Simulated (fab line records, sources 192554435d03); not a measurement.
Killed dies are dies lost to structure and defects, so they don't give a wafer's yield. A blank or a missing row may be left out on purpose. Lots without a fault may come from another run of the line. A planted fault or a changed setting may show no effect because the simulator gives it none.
fab line records | flow n5_finfet
record lots=4 wafers=12 last_day=16
route steps=1938 shown BEOL_M12@1630 BEOL_M13@1659 PASSIVATION@1936
lots that met no fault: from a run of the same line without faults
start_h: hours from the record's first day to the start of the lot's first wafer shown | wait_h: hours since the lot's step before | " the same as in the row above | L1.1+2: a row that stands for several wafers | - no value, or no start given | * or withheld: withheld | < > ~ a bound
route shown NAME@n: a module of which the file shows steps, and the number in the route of the first | usual: mean/standard deviation of fault-free wafers | same: alike in all rows | chamber/n: place in a boat | sites: the reading at each site | _std_site: their standard deviation | _edge_site: outer sites' mean less inner sites' | radius_mm: how far each site lies from the wafer's centre | mask NAME#n: copy n | behind: the tool/chamber that last shaped the wafer | hold: why the lot was held/for how many hours/how that ended | device: the transistor (n, p or np) that didn't switch | end of line: the same wafers' tests at the end of the route | a step without rows: its recipe alone | killed: dies lost to structure and defects at the first sort, not the wafer's yield | map: a wafer's dies, x killed, . not, _ none there
set.NAME: the setting as run; set.NAME@STEP: as run at that earlier step | model.NAME: the simulator's own value behind a step, which no gauge read
lots at some steps of the route; a table a step, a row a wafer
## steps
# step N5_BEOL_M12_DEVELOP_27
# recipe develop_time_s=45 rinse_liquid=diw dry=air_spin dev_temp_c=21
# step N5_BEOL_M12_HARDBAKE_32
# recipe temp_c=130 time_s=120
# step N5_BEOL_M12_DESCUM_33
# recipe chemistry=O2 time_s=7.9 source_power_w=50 bias_power_w=20 pressure_mtorr=20 rf_frequency_hz=2.712e+07 temp_c=40 o2_flow_sccm=225
# step N5_BEOL_M12_ETCH_67
# recipe chemistry=CF4 target=SiARC target_depth_a=1430 time_s=238.3 ion_energy_ev=80 pressure_mtorr=40 source_w=545 bias_w=36 Ar_flow_sccm=100 cf4_flow_sccm=100 ends=cleared
# step N5_BEOL_M12_ETCH_68
# recipe chemistry=N2/H2 target=SOC mask_material=SiARC source_w=3000 bias_w=350 temp_c=40 time_s=285 ion_energy_ev=200 pressure_mtorr=30 n2_flow_sccm=200 h2_flow_sccm=200
# step N5_BEOL_M12_STRIP_69
# recipe chemistry=N2/H2 temp_c=40 n2_flow_sccm=200 h2_flow_sccm=200 rf_frequency_hz=6e+07
# step N5_BEOL_M12_TRENCH_ETCH_34
# recipe chemistry=C4F8/O2/Ar target=SiOC target_depth_a=3189.5 mask_material=SOC pressure_mtorr=30 source_w=3000 bias_w=700 Ar_flow_sccm=400 C4F8_flow_sccm=15 O2_flow_sccm=8 he_inner_torr=15 he_outer_torr=30 time_s=125.5 ion_energy_ev=250
# step N5_BEOL_M12_STRIP_70
# recipe chemistry=C4F8/O2/Ar resist=SiARC rf_frequency_hz=6e+07
# step N5_BEOL_M12_STRIP_37
# recipe chemistry=N2/H2 power_w=1000 temp_c=250 h2_frac=0.65 overash_fraction=0.3 pressure_mtorr=withheld n2_flow_sccm=1750 h2_flow_sccm=3250
# usual drypump_motor_current_A=6.2/0.45 heater_power_w=351/27 n2_flow_sccm=1751/5.2 oes_product_au=0.790/0.011
# columns lot.wafer tool chamber start_h wait_h drypump_motor_current_A heater_power_w n2_flow_sccm oes_product_au rf_hours_counter_h
L630.3 plasma_asher-02 0 273.83 0.1 6.2 337 1744 0.802 -
L630.5 " 1 " " 5.4 328 1752 0.799 -
L630.6 " 0 " " 6.3 341 1744 0.801 -
L633.1 plasma_asher-02 0 283.77 0.0 6.3 329 1742 0.803 141
L633.4 " 0 " " 6.2 338 1749 0.809 -
L633.5 " 0 " " 6.2 334 1753 0.762 -
L641.2 plasma_asher-01 0 325.71 0.0 6.3 382 1748 0.798 83
L641.3 " 0 " " 6.3 393 1751 0.779 -
L641.4 " 1 " " 6.6 333 1747 0.802 -
L644.1 plasma_asher-02 1 352.58 0.0 5.4 321 1754 0.797 155
L644.5 " 1 " " 5.4 324 1748 0.787 -
L644.6 " 0 " " 6.3 340 1757 0.776 -
# step N5_BEOL_M12_ETCH_38
# recipe chemistry=CF4/N2 target=SiCN target_depth_a=687 taper_deg=2 time_s=73.4 ion_energy_ev=150 mask_material=SiO2 pressure_mtorr=40 source_w=430 bias_w=70 Ar_flow_sccm=100 cf4_flow_sccm=60 n2_flow_sccm=60
# step N5_BEOL_M12_PRECLEAN_39
# recipe chemistry=residue_remover time_s=60 temp_c=40
# step N5_BEOL_M12_SRD_40
# recipe time_s=30 temp_c=23 rinse_liquid=diw dry=n2_spin spin_rpm=1500 dry_time_s=30
# step N5_BEOL_M12_DEGAS_41
# recipe ambient=vacuum temp_c=250 time_s=60
# step N5_BEOL_M12_PRE_CLEAN_42
# recipe gas=H2/He time_s=30 temp_c=250
# step N5_BEOL_M12_SPUTTER_43
# recipe material=TaN target_thk_a=150 temp_c=50 bias_v=168.6 power_w=15000 chamber_pressure_pa=0.12 time_s=24.19
# step N5_BEOL_M12_SPUTTER_44
# recipe material=Ta target_thk_a=100 temp_c=50 bias_v=80 power_w=15000 chamber_pressure_pa=0.07 time_s=16.13
# step N5_BEOL_M12_SPUTTER_45
# recipe material=Cu target_thk_a=800 temp_c=-20 bias_v=60 power_w=26000 chamber_pressure_pa=0.13 time_s=13.33
# step N5_BEOL_M12_ECD_47
# recipe material=Cu target_thk_a=7200
# step N5_BEOL_M12_ANNEAL_48
# recipe temp_c=225 time_s=90 ambient=N2
# step N5_BEOL_M12_CMP_49
# recipe stop_on=SiOC t_overpolish_s=20.6 down_force_psi=1 platen_rpm=50 clearing_platen_down_force_psi=1.5 clearing_platen_rpm=50 post_cmp_clean=cu_alkaline target_thk_nm=320 clearing_platen_pad_velocity_m_s=0.99484 pad_velocity_m_s=0.99484
# step N5_BEOL_M12_PRE_CLEAN_52
# recipe gas=NH3 time_s=15 temp_c=withheld rf_power_w=300
# step N5_BEOL_M12_DEP_53
# recipe material=SiCN target_thk_a=300 temp_c=withheld precursor=3MS/NH3 pressure_torr=3 rf_w=675 time_s=10.5
# step N5_BEOL_M13_ILD_DEP_00
# recipe material=SiOC target_thk_a=8379.2 temp_c=350 precursor=DEMS/O2 pressure_torr=5 rf_w=500 time_s=166.4
# step N5_BEOL_M13_COAT_58
# recipe resist=BARC temp_c=205 time_s=60 spin_rpm=1500 resist_thk_nm=89
# step N5_BEOL_M13_COAT_04
# recipe spin_rpm=1625 resist_thk_nm=400
# step N5_BEOL_M13_EBR_06
# recipe solvent=PGMEA ebr_width_mm=1.5
# step N5_BEOL_M13_SOFTBAKE_05
# recipe temp_c=130 time_s=60
# step N5_BEOL_M13_EXPOSE_07
# recipe mask_id=V12 na=0.93 source_shape=conventional sigma_outer=0.6 polarization=unpolarized attpsm_phase_deg=180 dose_mj=24.8
# step N5_BEOL_M13_PEB_08
# recipe peb_temp_c=130 peb_time_s=90
# step N5_BEOL_M13_DEVELOP_09
# recipe develop_time_s=45 rinse_liquid=diw dry=air_spin dev_temp_c=21
# step N5_BEOL_M13_HARDBAKE_14
# recipe temp_c=130 time_s=120
# step N5_PASSIVATION_PROBE_49
# usual defect_limited_yield=91.5/1.5 killed_at_M0_to_M3=32/9.4 killed_at_M4_up=12/5.1 killed_at_contacts=11/7.4 killed_at_front_end=41/11 killed_at_other=3.4/2.5 killed_dies=100/17 killed_open=65/14 killed_short=33/7 sort_bin_5_function=4.9/0.96 sort_bin_6_memory=3.1/0.7 sort_n_pass=1080/17 sort_yield_pct=91.5/1.5
# same gross_dies=1180 killed_at_back_side=0 sort_bin_4_leakage[%]=0 sort_bin_8_speed[%]=0
# columns lot.wafer tool chamber start_h wait_h defect_limited_yield[%] killed_at_M0_to_M3 killed_at_M4_up killed_at_contacts killed_at_front_end killed_at_other killed_dies killed_open killed_short sort_bin_5_function[%] sort_bin_6_memory[%] sort_n_pass sort_yield_pct[%]
L630.3 prober-02 - 304.50 0.1 83.6 41 97 14 39 2 193 57 36 9.7 3.6 987 83.6
L630.5 prober-02 - 304.60 0.2 83.1 21 118 15 41 5 200 49 42 10.5 4.7 980 83.1
L630.6 prober-02 - 304.65 0.3 84.0 19 111 15 38 6 189 46 35 9.4 3.9 991 84.0
L633.1 prober-02 - 317.61 0.0 82.7 39 110 25 30 0 204 74 25 10.7 4.8 976 82.7
L633.4 prober-02 - 317.76 0.2 82.2 37 105 20 47 1 210 85 27 10.7 5.5 970 82.2
L633.5 prober-02 - 317.81 0.2 81.5 49 116 17 31 5 218 86 30 11.6 5.5 962 81.5
# killed by level:class
L630.3 BEOL_M12:unspecified=90 MOL_CONTACT_COAG:geometric_particle:open=10 BEOL_M0_SAQP:geometric_particle:short=10 HKMG_FIN:area_etch=9 FIN_SAQP:geometric_particle:open=8 BEOL_M2:geometric_particle:open=8 BEOL_M1:geometric_particle:open=7 BEOL_M0_SAQP:geometric_particle:open=6
L630.5 BEOL_M12:unspecified=109 MOL_CONTACT_COAG:geometric_particle:open=12 FIN_SAQP:geometric_particle:short=7 GATE_CUT:geometric_particle:short=6 STI_FIN_REVEAL:geometric_particle:open=5 BEOL_M5:geometric_particle:open=5 STARTING-WAFER:geometric_particle:short=5 FIN_SAQP:geometric_particle:open=4
L630.6 BEOL_M12:unspecified=97 HKMG_FIN:area_etch=10 MOL_CONTACT_COAG:geometric_particle:open=9 FIN_SAQP:geometric_particle:open=6 MOL_CONTACT_COAG:geometric_particle:short=6 BEOL_M3:geometric_particle:open=6 FIN_SAQP:geometric_particle:short=4 BEOL_M0_SAQP:geometric_particle:short=4
L633.1 BEOL_M12:unspecified=102 MOL_CONTACT_COAG:geometric_particle:open=19 STI_FIN_REVEAL:geometric_particle:open=11 BEOL_M0_SAQP:geometric_particle:short=10 BEOL_M0_SAQP:geometric_particle:open=10 BEOL_M1:geometric_particle:open=10 MOL_CONTACT_COAG:geometric_particle:short=6 FIN_SAQP:geometric_particle:open=5
L633.4 BEOL_M12:unspecified=95 MOL_CONTACT_COAG:geometric_particle:open=15 STI_FIN_REVEAL:geometric_particle:open=15 FIN_SAQP:geometric_particle:open=9 BEOL_M3:geometric_particle:open=9 BEOL_M2:geometric_particle:open=7 BEOL_M1:geometric_particle:open=7 FIN_SAQP:geometric_particle:short=5
L633.5 BEOL_M12:unspecified=100 MOL_CONTACT_COAG:geometric_particle:open=14 BEOL_M3:geometric_particle:open=12 BEOL_M1:geometric_particle:open=9 FIN_SAQP:geometric_particle:open=7 BEOL_M0_SAQP:geometric_particle:open=7 STI_FIN_REVEAL:geometric_particle:open=6 ILD0:geometric_particle:open=6
# map L630.5 (x killed, . not)
_________________...x........________________
______________x......x....x..x.._____________
___________..x.............x....x.x__________
__________............x...xx..x..x.._________
________....x............x.xxxxxxx..xx_______
_______............x.x....xxxxxxxxxx.xx______
______.......x.......x...xxxxxxxxxxx..x._____
_____.x.........x..x...xxxxxxxxxxxxxx.x..____
____..x.................xxxxxxxxxxxxxx....___
___.....x........x........xxxxxxxx.xx...x..__
___.x........x...x....xx...xxxxxxxxx.......__
__...........x..........xx.xxxxxxxxx........_
__.......................x.xxxxxx.x.x..x...._
_.........................xxxx...............
_.............x.........x......xx.........x..
_.x...........x.....x........................
_.....x...........x.....................x....
_..xx........x.....x..........x..............
_.x...........x..............................
_x.............................x....x........
_..............x.x.x.........................
__.........................................._
__.....x......................x..........x.._
___...xx.....xx.....x.x..............x.....__
___......x.............x...................__
____x..........x.................xx.x.....___
_____...x.......x.......xx.......x...x...____
______x................xx............x.._____
_______.....xx...x.x..................x______
________..........x..................._______
__________............x............._________
___________................x.......__________
______________.............x.x.._____________
_________________............________________
# map L633.5 (x killed, . not)
_________________xxx.x..x...x________________
______________xxxx.x....x..x..x._____________
___________..xxxxxxxx......x......x__________
__________.xxxxxxxxxx.x............._________
________x.xxxxxxxxxxxxxx.........x...._______
_______..x.xxxxxxxxxxxx..x..x..........______
______....x.xxxxxxxxxx...........x....x._____
_____...x.xxxxxxxxxxxx...................____
____.....x..xxxxxxxxx.x..xx.x...........x.___
___....x...x.xxxxxx.xx........x............__
___.x......x.xx.x........x....x...........x__
__xx.....x........x..x......................_
__.....x.x..........x...x.........x....x...._
_..............x......xx...........x.........
_........x.xx............x.............xx....
_............xx......x...............x.x.....
_.....x.......xxx...............x........xxx.
_x.x.......................x.....x......x....
_.......x.........x........x..x..............
_.....x.........x...x..........x............x
_...xx..x..........x..........x..............
__..............x.........x...........x....._
__........................................x._
___...x.x...................x....x....xx...__
___.........x...x....x.x...x.xx............__
____.....x.....x.x........................___
_____.............x....x.....x...x...x...____
______...............x........x........x_____
_______........x...............x.......______
________...........x......x..x..x....._______
__________........x................._________
___________x................x......__________
______________............xx...._____________
_________________............________________
## key
first_sign step=N5_PASSIVATION_PROBE_49 reading=killed_at_M4_up direction=up sigmas=19 usual=12 struck=110
effect step=N5_PASSIVATION_PROBE_49 reading=killed_dies direction=up sigmas=6 usual=100 struck=202
more_kills_born_at N5_BEOL_M12_STRIP_37@plasma_asher-02=593
met_at N5_BEOL_M12_STRIP_37
struck_wafers L630.3,L630.5,L630.6,L633.1,L633.4,L633.5
baseline_loss step=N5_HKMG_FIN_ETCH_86 wafers=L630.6
fault kind=chamber_particle_source tool=plasma_asher-02 chamber=- onset_h=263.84 steps=N5_BEOL_M12_STRIP_37 rate_per_visit_cm2=0.50971 end_h=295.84
# baseline_loss: these wafers lose ten dies or more at that step, a loss of the line's own and not of a fault; the sort's usual values leave them out
